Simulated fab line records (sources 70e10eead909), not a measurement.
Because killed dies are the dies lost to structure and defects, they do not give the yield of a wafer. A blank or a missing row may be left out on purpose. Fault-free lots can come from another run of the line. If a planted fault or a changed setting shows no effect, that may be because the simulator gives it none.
Struck lot and sound lot, side by side / flow nand harc / 14 steps out of a route of 1302
Sound: wafers L772.2, L772.3, L772.5. Struck: wafer L779.4. (L779.3 of the same lot was not struck and is left out.) The cause comes at the end.
Order at every step that has rows: each side's tool, ch and its chambers, its first start. Under that, the readings that differ: sound wafers / struck wafers / difference of the means / sigmas: that difference in standard deviations of wafers without a fault.
alike: readings with means less than 2 such deviations apart, plus words and numbers identical on both sides. not compared: withheld readings, readings lacking a value on some wafer, bounds such as >300 that could conceal the same value, and numbers that have no deviation in the record and whose values overlap.
A row with sigmas, a row that says differs or no value, or rows on one side alone: a step with any of these is where the two part. Numbers that have no deviation but don't overlap get no sigmas and don't part them. A reading missing from all wafers of one side parts the sides only when that side holds two or more wafers.

NHARC_A_SOURCE_PLATE_THK_MEAS_06: measures by ellipsometry.
  sound on film metro-02 at day 13 17:19; struck on film metro-01 at day 16 02:04
  alike: thk nm
NHARC_A_SOURCE_PLATE_INSPECT_08:
  sound on defect inspect-01 at day 13 17:23; struck on defect inspect-01 at day 16 02:11
  alike: raw defect count
after that, 1 step with no rows for these wafers: NHARC_A_ONON_D1_DEP_00 (target thk 1000 nm).
NHARC_A_ONON_D1_THK_MEAS_02: measures by ellipsometry.
  sound on film metro-02 at day 13 17:57; struck on film metro-01 at day 16 02:45
  alike: thk nm
after that, 1 step with no rows for these wafers: NHARC_A_ONON_D1_DEP_03 (target thk 1000 nm).
NHARC_A_ONON_D1_THK_MEAS_05: measures by ellipsometry.
  sound on film metro-02 at day 13 18:31; struck on film metro-01 at day 16 03:21
  alike: thk nm
after that, 1 step with no rows for these wafers: NHARC_A_ONON_D1_DEP_06 (target thk 1000 nm).
NHARC_A_ONON_D1_THK_MEAS_08: measures by ellipsometry.
  sound on film metro-02 at day 13 19:05; struck on film metro-01 at day 16 03:55
  alike: thk nm
after that, 1 step with no rows for these wafers: NHARC_A_ONON_D1_DEP_09 (target thk 1000 nm).
NHARC_A_ONON_D1_THK_MEAS_11: measures by ellipsometry.
  sound on film metro-02 at day 13 19:38; struck on film metro-01 at day 16 04:29
  alike: thk nm
NHARC_A_ONON_D1_DEP_12: target thk 1000 nm.
  sound on pecvd onon-03 ch 0, day 13 19:46; struck on pecvd onon-03 ch 0, day 16 04:40
  alike: n2o flow sccm
NHARC_A_ONON_D1_THK_MEAS_14: measures by ellipsometry.
  sound on film metro-02 at day 13 20:12; struck on film metro-02 at day 16 05:03
reading=thk nm (nm); sound=1005 1006 1006; struck=646; difference=-360; sigmas=-44
then, 1 step without rows for these wafers: NHARC_A_ONON_D1_ANNEAL_15 (time 3600 s).
-- jump in the record: it breaks off in module A_ONON_D1 and resumes in module END (first step shown: number 1302 of the route), and 18 days separate the struck wafers' starts before and after --
NHARC_END_SORT_01:
  here the record holds rows for the struck wafers (prober-02 ch 0, day 34 00:37) but none for the sound ones

## WHERE THEY PART
Last at NHARC_END_SORT_01 as far as this record goes, first at NHARC_A_ONON_D1_THK_MEAS_14.

WHY: what the simulator had put in
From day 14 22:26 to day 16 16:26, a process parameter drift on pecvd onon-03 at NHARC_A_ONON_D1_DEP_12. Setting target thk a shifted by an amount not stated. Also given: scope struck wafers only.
